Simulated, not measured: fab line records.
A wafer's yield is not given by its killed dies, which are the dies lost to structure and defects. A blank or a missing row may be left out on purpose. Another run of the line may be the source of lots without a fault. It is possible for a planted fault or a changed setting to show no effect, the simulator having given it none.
fab line records | flow nand_harc
[record] lots = 12 wafers = 36 last_day = 25
route steps=1159 shown A_SGD_CUT@759 END@1159
lots with no fault: from the same line, run without faults
start_h: the number of hours between the record's first day and the start of the first shown wafer of the lot | wait_h: time in hours since the lot's previous step | " as in the row above | L1.1+2: a row that stands for several wafers | - no value present, or no start provided | * or withheld: withheld | < > ~ a bound
route shown NAME@n: a module of which the file shows steps, and the number in the route of the first | usual: mean/standard deviation of fault-free wafers | same: alike in all rows | chamber/n: place in a boat | sites: each site's reading | _std_site: standard deviation across them | _edge_site: mean of outer sites minus mean of inner sites | radius_mm: how far each site lies from the wafer's centre | mask NAME#n: copy n | behind: the last tool/chamber to shape the wafer | hold: the reason the lot was held/the length of the hold in hours/how it ended | device: the transistor (n, p or np) that didn't switch | end of line: tests run on the same wafers once the route is complete | step lacking rows: just its recipe | killed: not the wafer's yield, but the dies lost to structure and defects at the first sort | map: dies across one wafer; x = killed, . = not, _ = none there
set.NAME: the setting as run; set.NAME@STEP: as run at that earlier step | model.NAME: the simulator's own value behind a step, which no gauge read
one table for each step of the route and one row for each wafer, over a sample of lots
services: when a tool's chamber went out of use (start_h, in hours from the record's first day, below 0 if earlier), for how many hours, and the reason
[[steps]]
[step NHARC_A_SGD_CUT_OVL_MEAS_10]
[usual] overlay_x_nm = -0.1/0.95 overlay_y_nm = -0.1/1.1
// columns lot.wafer tool chamber start_h wait_h overlay_x_nm overlay_y_nm
L995.1 overlay-02 - 298.57 - 0.7 0.1
L995.3 " - " " 0.9 -0.3
L995.4 " - " " 1.0 0.0
L999.1 overlay-02 - 325.22 - 0.7 1.1
L999.5 " - " " 1.1 1.2
L999.6 " - " " 0.9 1.1
L102.2 overlay-01 - 352.51 - -2.2 -0.3
L102.5 " - " " -2.1 -0.4
L102.6 " - " " -2.1 0.0
L103.1 overlay-02 - 352.81 - -0.3 0.2
L103.4 " - " " -0.3 0.6
L103.6 " - " " -0.3 0.3
L104.1 overlay-02 - 362.66 - 2.6 -0.1
L104.3 " - " " 1.1 -0.6
L104.6 " - " " 1.5 -0.3
L105.2 overlay-02 - 362.81 - -1.8 2.1
L105.3 " - " " -1.3 2.2
L105.4 " - " " -1.3 2.0
L109.2 overlay-02 - 379.68 - -0.5 -0.1
L109.4 " - " " -0.1 -0.1
L109.5 " - " " -1.0 0.0
L111.3 overlay-02 - 401.61 - 0.1 2.5
L111.4 " - " " 0.1 2.4
L111.5 " - " " 0.3 2.8
L113.1 overlay-01 - 405.51 - -0.2 0.0
L113.5 " - " " -0.2 -0.1
L113.6 " - " " -0.4 -0.2
L115.1 overlay-01 - 420.45 - -1.4 -0.4
L115.4 " - " " -1.8 -0.4
L115.6 " - " " -1.4 -0.4
L117.1 overlay-01 - 429.35 - -0.5 0.0
L117.2 " - " " -0.3 0.2
L117.4 " - " " -0.1 0.1
L118.2 overlay-02 - 452.21 - 0.1 -1.4
L118.3 " - " " 0.0 -1.1
L118.4 " - " " -0.5 -1.5
[step NHARC_A_SGD_CUT_ETCH_58]
[recipe] target_depth_a = 390 over_etch_frac = 0.3 time_s = 65 ion_energy_ev = 80 cf4_flow_sccm = 150 ar_flow_sccm = 0 rf_w = 300 bias_w = 100 chemistry = CF4
[usual] drypump_motor_current_A = 5.6/0.34 oes_product_au = 1.003/0.011 rf_vpp_V = 151.8/1.2 showerhead_plenum_p_Torr = 1.80/0.08 throttle_valve_pct = 13.282/0.0085
// columns lot.wafer tool chamber start_h wait_h drypump_motor_current_A oes_product_au rf_hours_counter_h rf_vpp_V showerhead_plenum_p_Torr throttle_valve_pct
L995.1 rie_diel-11 2 298.76 0.1 5.8 0.995 10 152.3 1.89 13.269
L995.4 " 3 " " 6.4 1.014 10 153.2 1.88 13.283
L995.3 " 0 " " 5.4 0.997 9 152.3 1.83 13.270
L999.1 rie_diel-08 2 325.42 0.1 5.4 1.023 1 151.7 1.72 13.289
L999.6 " 3 " " 5.6 1.016 - 150.5 1.77 13.287
L999.5 " 0 " " 5.5 0.987 - 152.7 1.89 13.277
L102.2 rie_diel-08 1 352.71 0.1 5.1 0.985 4 153.3 1.89 13.294
L102.5 " 2 " " 5.4 1.028 - 149.7 1.72 13.285
L102.6 " 3 " " 5.6 1.011 - 151.3 1.77 13.293
L103.1 rie_diel-05 3 353.03 0.1 5.3 0.999 1 149.9 1.66 13.278
L103.4 " 1 " " 5.7 1.009 - 152.0 1.80 13.287
L103.6 " 3 " " 5.3 0.994 - 150.3 1.66 13.288
L104.3 rie_diel-08 3 362.86 0.1 5.6 1.007 5 151.5 1.77 13.281
L104.1 " 0 " " 5.5 0.991 5 153.1 1.89 13.273
L104.6 " 0 " " 5.5 0.997 - 151.2 1.89 13.269
L105.3 rie_diel-11 3 363.00 0.1 6.4 1.033 16 154.1 1.88 13.284
L105.4 " 1 " " 5.7 1.005 17 151.3 1.69 13.274
L105.2 " 2 " " 5.8 1.012 17 153.3 1.89 13.275
L109.4 rie_diel-08 3 379.87 0.1 5.6 0.999 7 151.3 1.77 13.282
L109.2 " 0 " " 5.5 0.988 7 153.8 1.89 13.273
L109.5 " 2 " " 5.3 1.014 - 150.4 1.72 13.277
L111.4 rie_diel-08 2 401.79 0.1 5.4 1.016 9 151.3 1.72 13.299
L111.3 " 0 " " 5.5 0.988 10 152.4 1.89 13.285
L111.5 " 1 " " 5.1 0.995 - 152.4 1.89 13.277
L113.1 rie_diel-08 3 405.70 0.1 5.6 1.020 11 149.4 1.77 13.284
L113.5 " 2 " " 5.4 1.019 - 151.5 1.72 13.274
L113.6 " 3 " " 5.6 1.019 - 151.6 1.77 13.305
L115.1 rie_diel-08 0 420.65 0.1 5.5 0.994 12 151.5 1.89 13.269
L115.4 " 1 " " 5.1 1.005 12 153.1 1.89 13.279
L115.6 " 2 " " 5.4 1.021 - 151.4 1.72 13.286
L117.2 rie_diel-11 3 429.53 0.1 6.4 1.009 5 153.3 1.88 13.295
L117.1 " 0 " " 5.4 0.983 5 152.3 1.83 13.281
L117.4 " 1 " " 5.7 1.003 5 149.7 1.69 13.268
L118.4 rie_diel-05 1 452.41 0.1 5.7 1.013 7 150.8 1.80 13.283
L118.2 " 2 " " 5.5 1.007 7 152.2 1.89 13.278
L118.3 " 3 " " 5.3 0.981 8 152.0 1.66 13.271
[step NHARC_A_SGD_CUT_ETCH_59]
[recipe] target_depth_a = 2600 over_etch_frac = 0.25 time_s = 406.25 ion_energy_ev = 200 n2_flow_sccm = 150 h2_flow_sccm = 150 ar_flow_sccm = 0 rf_w = 400 bias_w = 150 chemistry = N2/H2
[usual] drypump_motor_current_A = 5.6/0.34 oes_product_au = 1.004/0.011 rf_vpp_V = 431.8/2.9 showerhead_plenum_p_Torr = 2.09/0.11 throttle_valve_pct = 14.171/0.009
// columns lot.wafer tool chamber start_h wait_h drypump_motor_current_A oes_product_au rf_hours_counter_h rf_vpp_V showerhead_plenum_p_Torr throttle_valve_pct
L995.1 rie_diel-11 2 298.84 - 5.8 1.004 11 434.5 2.19 14.174
L995.3 " 3 " " 6.4 1.020 10 435.0 2.18 14.161
L995.4 " 0 " " 5.4 1.006 9 431.0 2.12 14.175
L999.1 rie_diel-08 3 325.55 - 5.6 1.011 1 430.4 2.04 14.178
L999.5 " 1 " " 5.1 1.002 - 433.6 2.20 14.185
L999.6 " 2 " " 5.4 1.015 - 429.1 1.98 14.169
L102.2 rie_diel-08 2 352.78 - 5.4 1.025 4 430.5 1.97 14.172
L102.5 " 2 " " 5.4 1.022 - 428.3 1.97 14.179
L102.6 " 3 " " 5.6 1.006 - 429.0 2.04 14.166
L103.1 rie_diel-05 3 353.49 - 5.3 1.008 1 427.2 1.90 14.179
L103.4 " 1 " " 5.7 1.007 - 431.8 2.08 14.159
L103.6 " 3 " " 5.3 0.995 - 426.1 1.90 14.155
L104.1 rie_diel-08 1 362.96 - 5.1 0.989 4 434.7 2.20 14.158
L104.3 " 0 " " 5.5 0.985 5 436.1 2.20 14.160
L104.6 " 1 " " 5.1 0.989 - 435.0 2.20 14.168
L105.3 rie_diel-11 3 363.09 - 6.4 1.020 17 434.1 2.18 14.167
L105.4 " 1 " " 5.7 1.000 17 428.1 1.94 14.148
L105.2 " 2 " " 5.8 1.003 17 434.5 2.19 14.174
L109.4 rie_diel-08 2 379.98 - 5.4 1.021 6 429.0 1.97 14.185
L109.2 " 3 " " 5.6 1.025 8 431.7 2.04 14.159
L109.5 " 1 " " 5.1 0.999 - 434.4 2.20 14.179
L111.3 rie_diel-08 2 401.97 - 5.4 1.007 9 428.1 1.97 14.179
L111.4 " 3 " " 5.6 1.000 10 430.5 2.04 14.166
L111.5 " 1 " " 5.1 0.992 - 435.2 2.20 14.153
L113.1 rie_diel-08 2 405.86 - 5.4 1.014 10 427.9 1.97 14.173
L113.5 " 0 " " 5.4 0.881 - 434.9 2.20 14.161
L113.6 " 1 " " 5.1 0.990 - 433.5 2.20 14.179
L115.1 rie_diel-08 3 420.72 - 5.6 1.000 12 429.5 2.04 14.184
L115.4 " 1 " " 5.1 0.996 12 434.2 2.20 14.165
L115.6 " 0 " " 5.5 0.882 - 435.0 2.20 14.168
L117.4 rie_diel-11 2 429.63 - 5.8 1.003 6 434.6 2.19 14.173
L117.2 " 3 " " 6.4 1.005 5 433.6 2.18 14.167
L117.1 " 1 " " 5.7 1.006 5 427.5 1.93 14.166
L118.3 rie_diel-05 1 452.52 - 5.7 1.007 7 431.7 2.08 14.180
L118.2 " 2 " " 5.5 1.018 7 435.3 2.19 14.173
L118.4 " 3 " " 5.3 0.993 8 426.0 1.90 14.163
[step NHARC_A_SGD_CUT_STRIP_17]
[recipe] o2_flow_sccm = 500 ar_flow_sccm = 0 bias_w = 0 chemistry = O2
[usual] drypump_motor_current_A = 5.6/0.34 oes_product_au = 1.003/0.012 rf_vpp_V = 58.0/0.97 showerhead_plenum_p_Torr = 3.60/0.17 throttle_valve_pct = 17.036/0.0088
// columns lot.wafer tool chamber start_h wait_h drypump_motor_current_A oes_product_au rf_hours_counter_h rf_vpp_V showerhead_plenum_p_Torr throttle_valve_pct
L995.1 rie_diel-11 0 - - 5.4 0.990 9 57.2 3.65 17.044
L995.3 " 1 " " 5.7 0.982 11 57.3 3.37 17.035
L995.4 " 2 " " 5.8 1.003 11 59.4 3.77 17.024
L999.1 rie_diel-08 0 - - 5.5 0.997 2 58.1 3.78 17.031
L999.6 " 0 " " 5.5 0.991 - 58.1 3.78 17.047
L999.5 " 1 " " 5.1 0.993 - 59.1 3.78 17.032
L102.2 rie_diel-08 0 - - 5.5 0.987 4 57.2 3.78 17.029
L102.6 " 3 " " 5.6 1.003 - 57.6 3.53 17.033
L102.5 " 0 " " 5.5 0.999 - 59.6 3.78 17.043
L103.4 rie_diel-05 3 - - 5.3 0.998 1 56.2 3.31 17.029
L103.1 " 1 " " 5.7 1.006 1 58.0 3.59 17.053
L103.6 " 0 " " 6.0 1.016 - 58.6 3.59 17.046
L104.1 rie_diel-08 1 - - 5.1 1.004 5 57.1 3.78 17.047
L104.3 " 3 " " 5.6 1.017 5 57.8 3.53 17.040
L104.6 " 0 " " 5.5 0.997 - 58.4 3.78 17.038
L105.2 rie_diel-11 3 - - 6.4 1.020 17 57.8 3.75 17.044
L105.4 " 0 " " 5.4 0.995 15 58.6 3.65 17.030
L105.3 " 2 " " 5.8 0.990 17 59.0 3.77 17.029
L109.4 rie_diel-08 2 - - 5.4 1.002 6 57.2 3.42 17.046
L109.2 " 0 " " 5.5 0.997 7 58.6 3.78 17.011
L109.5 " 2 " " 5.4 1.014 - 58.0 3.43 17.034
L111.3 rie_diel-08 1 - - 5.1 1.007 11 58.9 3.77 17.032
L111.4 " 3 " " 5.6 1.003 11 57.6 3.52 17.046
L111.5 " 1 " " 5.1 1.003 - 59.0 3.77 17.028
L113.1 rie_diel-08 0 - - 5.5 0.987 11 58.5 3.77 17.025
L113.5 " 0 " " 5.5 0.983 - 58.9 3.77 17.041
L113.6 " 1 " " 5.1 0.995 - 59.4 3.77 17.044
L115.1 rie_diel-08 3 - - 5.6 1.012 13 56.9 3.52 17.034
L115.4 " 1 " " 5.1 0.994 12 59.1 3.77 17.041
L115.6 " 2 " " 5.4 1.017 - 56.3 3.42 17.038
L117.1 rie_diel-11 0 - - 5.4 1.005 5 59.0 3.65 17.043
L117.4 " 1 " " 5.7 1.002 5 57.6 3.36 17.034
L117.2 " 3 " " 6.4 1.023 5 59.5 3.75 17.033
L118.2 rie_diel-05 2 - - 5.5 1.001 7 57.6 3.77 17.039
L118.4 " 3 " " 5.3 0.994 9 57.9 3.31 17.036
L118.3 " 0 " " 6.1 0.984 8 55.8 3.58 17.034
[step NHARC_END_SORT_01]
[recipe] temp_c = 25
[usual] killed_at_array = 25/9.2 killed_at_other = 0.8/1.2 killed_at_periphery = 3.9/2.6 killed_dies = 30/9.7 killed_open = 3.4/1.9 killed_short = 2.0/1.4
[same] gross_dies = 677
// columns lot.wafer tool chamber start_h wait_h killed_at_array killed_at_other killed_at_periphery killed_dies killed_open killed_short
L995.1 prober-01 0 459.25 2.5 20 0 7 27 1 0
L995.3 prober-01 0 460.84 3.1 15 0 3 18 2 1
L995.4 prober-01 0 461.64 3.4 21 0 7 28 4 4
L999.1 prober-02 0 475.65 2.5 27 0 5 32 2 3
L999.5 prober-02 0 478.90 3.7 35 0 6 41 7 1
L999.6 prober-02 0 479.71 4.1 38 0 8 46 4 1
L103.1 prober-01 0 483.29 2.6 29 0 5 34 1 5
L103.4 prober-01 0 485.70 3.4 32 0 6 38 5 3
L103.6 prober-01 0 487.30 4.0 38 0 6 44 6 5
L102.2 prober-02 0 484.31 2.8 29 2 1 32 4 1
L102.5 prober-02 0 486.70 3.7 30 0 5 35 5 4
L102.6 prober-02 0 487.50 4.0 24 0 1 25 2 2
L104.1 prober-01 0 499.06 2.5 23 1 4 28 3 0
L104.3 prober-01 0 500.66 3.1 26 0 8 34 9 2
L104.6 prober-01 0 503.04 4.0 24 0 4 28 3 3
L105.2 prober-02 0 499.83 2.8 28 1 2 31 1 1
L105.3 prober-02 0 500.63 3.1 25 1 2 28 3 4
L105.4 prober-02 0 501.43 3.4 40 0 6 46 6 3
L109.2 prober-01 0 508.24 2.8 30 0 0 30 5 2
L109.4 prober-01 0 509.82 3.4 32 0 2 34 1 3
L109.5 prober-01 0 510.61 3.7 30 0 0 30 3 4
L111.3 prober-01 0 537.70 3.1 27 0 7 34 2 2
L111.4 prober-01 0 538.51 3.4 31 1 7 39 2 4
L111.5 prober-01 0 539.32 3.7 25 2 4 31 3 1
L113.1 prober-01 0 543.94 2.5 25 1 2 28 1 1
L113.5 prober-01 0 547.14 3.7 35 1 4 40 5 1
L113.6 prober-01 0 547.94 4.0 26 0 0 26 1 0
L115.1 prober-02 0 551.72 2.5 32 0 5 37 3 1
L115.4 prober-02 0 554.09 3.4 33 1 5 39 3 4
L115.6 prober-02 0 555.68 4.0 38 0 6 44 4 2
L117.1 prober-01 0 559.62 2.5 34 0 2 36 5 3
L117.2 prober-01 0 560.41 2.8 28 1 3 32 3 5
L117.4 prober-01 0 561.98 3.4 34 1 6 41 0 3
L118.2 prober-02 0 591.64 2.8 17 3 6 26 5 1
L118.3 prober-02 0 592.43 3.1 27 1 2 30 9 1
L118.4 prober-02 0 593.22 3.4 12 0 1 13 2 2
// killed by level:class
L995.1 A_SLIT:chamber_film_flake=10 A_STAIRCASE:chamber_film_flake=3 A_BONDPAD:chamber_film_flake=3 P_STI:chamber_film_flake=2 P_BONDPAD:chamber_film_flake=2 A_CHANNEL_HOLE_D1:chamber_film_flake=2 P_STI:geometric_particle:open=1 P_ZERO_WELL:chamber_film_flake=1
L995.3 A_SLIT:chamber_film_flake=8 P_STI:chamber_film_flake=2 A_CHANNEL_FILL_D1:geometric_particle:open=1 A_CONTACT:geometric_particle:short=1 A_M0:geometric_particle:open=1 P_ZERO_WELL:chamber_film_flake=1 A_CHANNEL_HOLE_D1:chamber_film_flake=1 A_STAIRCASE:chamber_film_flake=1
L995.4 A_SLIT:chamber_film_flake=8 P_STI:chamber_film_flake=5 A_ONON_D1:geometric_particle:short=2 A_WL_FILL:geometric_particle:short=2 A_CONTACT:geometric_particle:open=2 P_ZERO_WELL:chamber_film_flake=2 A_STAIRCASE:chamber_film_flake=2 A_BONDPAD:chamber_film_flake=2
L999.1 A_CHANNEL_HOLE_D1:chamber_film_flake=8 A_SLIT:chamber_film_flake=7 A_STAIRCASE:chamber_film_flake=5 P_M2:chamber_film_flake=3 A_CONTACT:chamber_film_flake=2 A_ONON_D1:geometric_particle:open=1 A_ONON_D1:geometric_particle:short=1 A_CHANNEL_FILL_D1:geometric_particle:short=1
L999.5 A_SLIT:chamber_film_flake=11 A_CHANNEL_HOLE_D1:chamber_film_flake=9 A_STAIRCASE:chamber_film_flake=6 A_CONTACT:geometric_particle:open=2 A_BLC:geometric_particle:open=2 P_STI:chamber_film_flake=2 P_M2:chamber_film_flake=2 P_CONTACT:geometric_particle:open=1
L999.6 A_CHANNEL_HOLE_D1:chamber_film_flake=16 A_SLIT:chamber_film_flake=10 P_M2:chamber_film_flake=4 A_STAIRCASE:chamber_film_flake=4 A_M0:geometric_particle:open=3 P_STI:chamber_film_flake=2 P_GATE:chamber_film_flake=2 A_CONTACT:chamber_film_flake=2
L103.1 A_SLIT:chamber_film_flake=9 A_STAIRCASE:chamber_film_flake=5 A_SGD_CUT:chamber_film_flake=5 P_STI:chamber_film_flake=4 A_CONTACT:chamber_film_flake=3 A_CHANNEL_HOLE_D1:chamber_film_flake=2 P_M0:geometric_particle:open=1 A_SOURCE_PLATE:geometric_particle:short=1
L102.2 A_CHANNEL_HOLE_D1:chamber_film_flake=12 A_STAIRCASE:chamber_film_flake=5 A_CONTACT:chamber_film_flake=3 A_WL_FILL:geometric_particle:open=2 THIN_TSV:chamber_film_flake=2 A_ONON_D1:geometric_particle:open=1 A_WL_FILL:geometric_particle:short=1 A_CONTACT:geometric_particle:open=1
L103.4 A_SLIT:chamber_film_flake=12 A_STAIRCASE:chamber_film_flake=8 P_STI:chamber_film_flake=3 A_SGD_CUT:chamber_film_flake=3 P_M0:geometric_particle:open=2 A_CHANNEL_HOLE_D1:chamber_film_flake=2 A_CHANNEL_FILL_D1:geometric_particle:short=1 A_WL_FILL:geometric_particle:open=1
L102.5 A_CHANNEL_HOLE_D1:chamber_film_flake=17 A_STAIRCASE:chamber_film_flake=3 A_CHANNEL_FILL_D1:geometric_particle:short=2 A_WL_FILL:geometric_particle:open=2 P_GATE:chamber_film_flake=2 P_CONTACT:geometric_particle:short=1 P_M1:geometric_particle:open=1 A_SOURCE_PLATE:geometric_particle:open=1
L103.6 A_SLIT:chamber_film_flake=15 A_STAIRCASE:chamber_film_flake=5 A_SGD_CUT:chamber_film_flake=5 A_CHANNEL_HOLE_D1:chamber_film_flake=4 A_CONTACT:geometric_particle:open=3 P_STI:chamber_film_flake=2 A_CONTACT:chamber_film_flake=2 P_ZERO_WELL:geometric_particle:short=1
L102.6 A_CHANNEL_HOLE_D1:chamber_film_flake=9 A_STAIRCASE:chamber_film_flake=5 A_CONTACT:chamber_film_flake=3 A_WL_FILL:chamber_film_flake=2 A_ONON_D1:geometric_particle:open=1 A_CHANNEL_FILL_D1:geometric_particle:short=1 A_M0:geometric_particle:open=1 A_M0:geometric_particle:short=1
L104.1 A_CHANNEL_HOLE_D1:chamber_film_flake=17 P_STI:chamber_film_flake=2 P_M0:chamber_film_flake=2 A_STAIRCASE:chamber_film_flake=2 A_CHANNEL_FILL_D1:geometric_particle:open=1 A_M0:geometric_particle:open=1 STARTING-WAFER:geometric_particle:open=1 A_ZERO_WELL:chamber_film_flake=1
L105.2 A_SLIT:chamber_film_flake=11 A_STAIRCASE:chamber_film_flake=6 A_CONTACT:chamber_film_flake=4 A_CHANNEL_HOLE_D1:chamber_film_flake=3 A_WL_FILL:chamber_film_flake=3 P_M0:geometric_particle:open=1 A_WL_FILL:geometric_particle:short=1 P_STI:chamber_film_flake=1
L105.3 A_SLIT:chamber_film_flake=7 A_STAIRCASE:chamber_film_flake=6 A_CONTACT:chamber_film_flake=4 A_CHANNEL_HOLE_D1:chamber_film_flake=3 A_WL_FILL:geometric_particle:open=2 P_GATE:geometric_particle:short=1 P_GATE:geometric_particle:open=1 A_ONON_D1:geometric_particle:short=1
L104.3 A_CHANNEL_HOLE_D1:chamber_film_flake=13 P_CONTACT:geometric_particle:open=3 A_STAIRCASE:chamber_film_flake=3 A_CONTACT:chamber_film_flake=3 A_BLC:geometric_particle:open=2 P_M0:geometric_particle:open=1 P_M1:geometric_particle:open=1 A_SGD_CUT:geometric_particle:short=1
L105.4 A_STAIRCASE:chamber_film_flake=14 A_SLIT:chamber_film_flake=10 A_CONTACT:chamber_film_flake=5 A_WL_FILL:geometric_particle:open=2 P_STI:chamber_film_flake=2 P_M0:chamber_film_flake=2 A_WL_FILL:chamber_film_flake=2 P_M1:geometric_particle:short=1
L104.6 A_CHANNEL_HOLE_D1:chamber_film_flake=10 A_STAIRCASE:chamber_film_flake=4 A_CONTACT:chamber_film_flake=4 P_M0:chamber_film_flake=3 A_WL_FILL:geometric_particle:short=2 P_CONTACT:geometric_particle:open=1 A_ONON_D1:geometric_particle:short=1 A_WL_FILL:geometric_particle:open=1
L109.2 A_SLIT:chamber_film_flake=10 A_STAIRCASE:chamber_film_flake=6 A_WL_FILL:chamber_film_flake=4 A_ONON_D1:geometric_particle:short=2 A_WL_FILL:geometric_particle:open=2 A_CONTACT:geometric_particle:open=2 A_CONTACT:chamber_film_flake=2 A_ONON_D1:geometric_particle:open=1
L109.4 A_SLIT:chamber_film_flake=10 A_STAIRCASE:chamber_film_flake=6 A_CONTACT:chamber_film_flake=6 A_CHANNEL_HOLE_D1:chamber_film_flake=4 A_WL_FILL:chamber_film_flake=3 A_ONON_D1:geometric_particle:short=2 P_M1:geometric_particle:open=1 A_M0:geometric_particle:short=1
L109.5 A_SLIT:chamber_film_flake=9 A_CHANNEL_HOLE_D1:chamber_film_flake=6 A_STAIRCASE:chamber_film_flake=6 A_WL_FILL:geometric_particle:short=2 A_SOURCE_PLATE:geometric_particle:short=1 A_ONON_D1:geometric_particle:open=1 A_CHANNEL_FILL_D1:geometric_particle:short=1 A_CHANNEL_FILL_D1:geometric_particle:open=1
L111.3 A_SLIT:chamber_film_flake=10 A_CONTACT:chamber_film_flake=7 P_M1:chamber_film_flake=5 A_CHANNEL_HOLE_D1:chamber_film_flake=3 A_BLC:chamber_film_flake=2 P_GATE:geometric_particle:short=1 A_ONON_D1:geometric_particle:open=1 A_ONON_D1:geometric_particle:short=1
L111.4 A_CONTACT:chamber_film_flake=10 A_SLIT:chamber_film_flake=9 A_CHANNEL_HOLE_D1:chamber_film_flake=5 P_M1:chamber_film_flake=3 P_CONTACT:chamber_film_flake=2 A_ZERO_WELL:chamber_film_flake=2 P_GATE:geometric_particle:short=1 P_M0:geometric_particle:short=1
L111.5 A_SLIT:chamber_film_flake=12 A_CHANNEL_HOLE_D1:chamber_film_flake=4 A_CONTACT:chamber_film_flake=3 P_CONTACT:chamber_film_flake=2 P_M1:chamber_film_flake=2 THIN_TSV:chamber_film_flake=2 A_CHANNEL_FILL_D1:geometric_particle:open=1 A_SGD_CUT:geometric_particle:open=1
L113.1 A_CHANNEL_HOLE_D1:chamber_film_flake=17 A_STAIRCASE:chamber_film_flake=5 P_M0:geometric_particle:open=1 P_M2:geometric_particle:short=1 A_SLIT:chamber_film_flake=1 A_WL_FILL:chamber_film_flake=1 A_CONTACT:chamber_film_flake=1 THIN_TSV:chamber_film_flake=1
L113.5 A_CHANNEL_HOLE_D1:chamber_film_flake=18 A_SGD_CUT:area_etch=11 A_STAIRCASE:chamber_film_flake=3 P_CONTACT:geometric_particle:open=1 P_M0:geometric_particle:open=1 P_M1:geometric_particle:short=1 P_BONDPAD:geometric_particle:open=1 A_BLC:geometric_particle:open=1
L113.6 A_STAIRCASE:chamber_film_flake=13 A_CHANNEL_HOLE_D1:chamber_film_flake=11 A_ONON_D1:geometric_particle:open=1 A_WL_FILL:chamber_film_flake=1
L115.1 A_CHANNEL_HOLE_D1:chamber_film_flake=13 A_SLIT:chamber_film_flake=9 A_CONTACT:chamber_film_flake=6 P_M0:chamber_film_flake=3 P_GATE:geometric_particle:open=1 A_CHANNEL_FILL_D1:geometric_particle:open=1 A_CONTACT:geometric_particle:open=1 A_CONTACT:geometric_particle:short=1
L115.4 A_SLIT:chamber_film_flake=11 A_CHANNEL_HOLE_D1:chamber_film_flake=10 A_CHANNEL_FILL_D1:chamber_film_flake=3 A_CONTACT:chamber_film_flake=3 P_M0:chamber_film_flake=2 P_CONTACT:geometric_particle:short=1 P_CONTACT:geometric_particle:open=1 A_SOURCE_PLATE:geometric_particle:short=1
L115.6 A_CHANNEL_HOLE_D1:chamber_film_flake=15 A_SLIT:chamber_film_flake=10 A_SGD_CUT:area_etch=5 A_CONTACT:geometric_particle:open=2 P_ZERO_WELL:chamber_film_flake=2 P_M0:chamber_film_flake=2 A_CONTACT:chamber_film_flake=2 P_CONTACT:geometric_particle:open=1
L117.1 A_SLIT:chamber_film_flake=11 A_CONTACT:chamber_film_flake=9 A_CHANNEL_HOLE_D1:chamber_film_flake=6 A_CHANNEL_FILL_D1:geometric_particle:open=2 P_M1:geometric_particle:short=1 P_M2:geometric_particle:open=1 A_CHANNEL_FILL_D1:geometric_particle:short=1 A_WL_FILL:geometric_particle:open=1
L117.2 A_SLIT:chamber_film_flake=10 A_CHANNEL_HOLE_D1:chamber_film_flake=7 A_CONTACT:chamber_film_flake=4 A_M0:geometric_particle:open=2 P_M1:geometric_particle:short=1 A_ONON_D1:geometric_particle:short=1 A_CHANNEL_FILL_D1:geometric_particle:short=1 A_WL_FILL:geometric_particle:short=1
L117.4 A_SLIT:chamber_film_flake=12 A_CHANNEL_HOLE_D1:chamber_film_flake=10 A_CONTACT:chamber_film_flake=5 P_STI:chamber_film_flake=2 P_BONDPAD:chamber_film_flake=2 A_STAIRCASE:chamber_film_flake=2 A_WL_FILL:chamber_film_flake=2 A_SOURCE_PLATE:geometric_particle:short=1
L118.2 A_CHANNEL_HOLE_D1:chamber_film_flake=10 P_M1:chamber_film_flake=3 THIN_TSV:chamber_film_flake=2 P_GATE:geometric_particle:open=1 P_M1:geometric_particle:open=1 A_CHANNEL_HOLE_D1:geometric_particle:open=1 A_SGD_CUT:geometric_particle:open=1 A_M0:geometric_particle:open=1
L118.3 A_CHANNEL_HOLE_D1:chamber_film_flake=7 A_WL_FILL:chamber_film_flake=5 A_M0:geometric_particle:open=3 A_M0:chamber_film_flake=3 A_ONON_D1:geometric_particle:open=2 A_STAIRCASE:chamber_film_flake=2 A_CONTACT:chamber_film_flake=2 P_GATE:geometric_particle:open=1
L118.4 A_CHANNEL_HOLE_D1:chamber_film_flake=4 A_M0:chamber_film_flake=3 P_STI:geometric_particle:short=1 A_ONON_D1:geometric_particle:open=1 A_CHANNEL_FILL_D1:geometric_particle:short=1 A_M1:geometric_particle:open=1 A_SLIT:chamber_film_flake=1 A_CONTACT:chamber_film_flake=1
[[services]]
// columns tool chamber start_h hours kind
rie_diel-08 0 281.06 - clean
rie_diel-08 1 281.06 - clean
rie_diel-08 2 281.06 - clean
rie_diel-08 3 281.06 - clean
rie_diel-05 0 290.72 6.3 repair
rie_diel-08 - 301.97 9.0 pm
rie_diel-08 0 301.97 9.0 vent_cycle
rie_diel-08 1 301.97 9.0 vent_cycle
rie_diel-08 2 301.97 9.0 vent_cycle
rie_diel-08 3 301.97 9.0 vent_cycle
rie_diel-05 2 308.18 14.5 repair
rie_diel-08 0 310.97 - clean
rie_diel-08 1 310.97 - clean
rie_diel-08 2 310.97 - clean
rie_diel-08 3 310.97 - clean
rie_diel-08 0 335.47 - clean
rie_diel-08 1 335.47 - clean
rie_diel-08 2 335.47 - clean
rie_diel-08 3 335.47 - clean
rie_diel-11 0 337.08 7.0 repair
rie_diel-05 - 340.60 9.0 pm
rie_diel-08 2 360.29 10.5 repair
rie_diel-11 1 364.91 8.4 repair
rie_diel-11 - 366.50 9.0 pm
[[key]]
[first_sign] step = NHARC_A_SGD_CUT_ETCH_59 reading = oes_product_au direction = down sigmas = 11 usual = 1.004 struck = 0.881
effect none on later readings
met_at NHARC_A_SGD_CUT_ETCH_59
struck_lots L113,L115
struck_wafers L113.5,L115.6
tester_left_out L113,L115
not_acting_at NHARC_A_SGD_CUT_OVL_MEAS_10,NHARC_A_SGD_CUT_ETCH_58,NHARC_A_SGD_CUT_STRIP_17
onset_between 362.96 405.86
[fault] kind = process_parameter_drift tool = rie_diel-08 chamber = 0 onset_h = 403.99 steps = NHARC_A_SGD_CUT_ETCH_59 channel = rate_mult offset = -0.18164 shape = step end_h = 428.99
// tester_left_out: of these lots the tester's yield and bins aren't shown, on N5 and GAA mostly nor the transistor test; their killed dies are dies lost to structure and defects alone, not to doping, threshold or leakage, so they don't give the yield
